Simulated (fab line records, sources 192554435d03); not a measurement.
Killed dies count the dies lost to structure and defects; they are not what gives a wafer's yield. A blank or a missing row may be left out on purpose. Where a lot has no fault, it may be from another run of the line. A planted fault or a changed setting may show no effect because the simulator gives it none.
Chamber matching :: flow n5Finfet :: N5_BEOL_M5_STRIP_36 on rieDiel-01 has 4 sister chambers
The step strips in N2/H2. 16 wafers are shown with their chamber, then 8 later ones without.

## WAFERS PAIRED WITH THEIR CHAMBERS
wafer: L078.1
chamber: 3
showerheadPlenumPTorr (Torr): 2.43
throttleValvePct (%): 23.8
oesProductAu (a.u.): 0.76

wafer: L078.2
chamber: 1
showerheadPlenumPTorr (Torr): 2.44
throttleValvePct (%): 24.2
oesProductAu (a.u.): 0.73

wafer: L078.6
chamber: 0
showerheadPlenumPTorr (Torr): 2.59
throttleValvePct (%): 23.4
oesProductAu (a.u.): 0.82

wafer: L079.1
chamber: 0
showerheadPlenumPTorr (Torr): 2.59
throttleValvePct (%): 23.4
oesProductAu (a.u.): 0.83

wafer: L079.2
chamber: 2
showerheadPlenumPTorr (Torr): 2.62
throttleValvePct (%): 23.7
oesProductAu (a.u.): 0.73

wafer: L079.5
chamber: 2
showerheadPlenumPTorr (Torr): 2.62
throttleValvePct (%): 23.7
oesProductAu (a.u.): 0.73

wafer: L077.2
chamber: 0
showerheadPlenumPTorr (Torr): 2.59
throttleValvePct (%): 23.4
oesProductAu (a.u.): 0.82

wafer: L077.3
chamber: 2
showerheadPlenumPTorr (Torr): 2.62
throttleValvePct (%): 23.7
oesProductAu (a.u.): 0.72

wafer: L077.5
chamber: 2
showerheadPlenumPTorr (Torr): 2.62
throttleValvePct (%): 23.7
oesProductAu (a.u.): 0.74

wafer: L080.2
chamber: 3
showerheadPlenumPTorr (Torr): 2.43
throttleValvePct (%): 23.8
oesProductAu (a.u.): 0.75

wafer: L080.3
chamber: 0
showerheadPlenumPTorr (Torr): 2.59
throttleValvePct (%): 23.4
oesProductAu (a.u.): 0.82

wafer: L080.5
chamber: 1
showerheadPlenumPTorr (Torr): 2.44
throttleValvePct (%): 24.3
oesProductAu (a.u.): 0.73

wafer: L085.4
chamber: 3
showerheadPlenumPTorr (Torr): 2.43
throttleValvePct (%): 23.8
oesProductAu (a.u.): 0.74

wafer: L085.5
chamber: 0
showerheadPlenumPTorr (Torr): 2.58
throttleValvePct (%): 23.4
oesProductAu (a.u.): 0.81

wafer: L085.6
chamber: 1
showerheadPlenumPTorr (Torr): 2.43
throttleValvePct (%): 24.3
oesProductAu (a.u.): 0.71

wafer: L087.2
chamber: 3
showerheadPlenumPTorr (Torr): 2.42
throttleValvePct (%): 23.8
oesProductAu (a.u.): 0.75

SIGNATURES, as means of the wafers listed above
reading: showerheadPlenumPTorr
chamber 0: 2.5880
chamber 1: 2.4367
chamber 2: 2.6200
chamber 3: 2.4275
scatter within a chamber: 0.0043

reading: throttleValvePct
chamber 0: 23.400
chamber 1: 24.267
chamber 2: 23.700
chamber 3: 23.800
scatter within a chamber: 0.0236

reading: oesProductAu
chamber 0: 0.8200
chamber 1: 0.7233
chamber 2: 0.7300
chamber 3: 0.7500
scatter within a chamber: 0.0085
Rule: for a wafer and a chamber, the distance is found by dividing, reading by reading, the gap between the wafer's reading and the chamber's mean by the reading's scatter, squaring, summing and taking the root. The wafer belongs to the nearest chamber; if the next one is less than 2 further off, it can't be placed. The scatter is the square root of a quotient: the sum, over the shown wafers, of each reading's squared deviation from its chamber's mean, divided by wafers minus chambers.

## WAFERS WHOSE CHAMBER IS MISSING
wafer: L087.3
showerheadPlenumPTorr (Torr): 2.58
throttleValvePct (%): 23.4
oesProductAu (a.u.): 0.81

wafer: L087.6
showerheadPlenumPTorr (Torr): 2.42
throttleValvePct (%): 23.8
oesProductAu (a.u.): 0.75

wafer: L091.2
showerheadPlenumPTorr (Torr): 2.58
throttleValvePct (%): 23.4
oesProductAu (a.u.): 0.79

wafer: L091.4
showerheadPlenumPTorr (Torr): 2.43
throttleValvePct (%): 24.3
oesProductAu (a.u.): 0.70

wafer: L091.5
showerheadPlenumPTorr (Torr): 2.61
throttleValvePct (%): 23.7
oesProductAu (a.u.): 0.70

wafer: L095.1
showerheadPlenumPTorr (Torr): 2.57
throttleValvePct (%): 23.4
oesProductAu (a.u.): 0.78

wafer: L095.3
showerheadPlenumPTorr (Torr): 2.42
throttleValvePct (%): 24.3
oesProductAu (a.u.): 0.70

wafer: L095.5
showerheadPlenumPTorr (Torr): 2.61
throttleValvePct (%): 23.7
oesProductAu (a.u.): 0.70

## WHICH CHAMBER EACH WENT THROUGH
wafer: L087.3
from the rows above: 0
in truth: 0

wafer: L087.6
from the rows above: 3
in truth: 3

wafer: L091.2
from the rows above: 0
in truth: 0

wafer: L091.4
from the rows above: 1
in truth: 1

wafer: L091.5
from the rows above: 2
in truth: 2

wafer: L095.1
from the rows above: 0
in truth: 0

wafer: L095.3
from the rows above: 1
in truth: 1

wafer: L095.5
from the rows above: 2
in truth: 2
Correct placement for 8 of the 8. Left unplaced by these rows: 0. Number placed wrongly: 0.
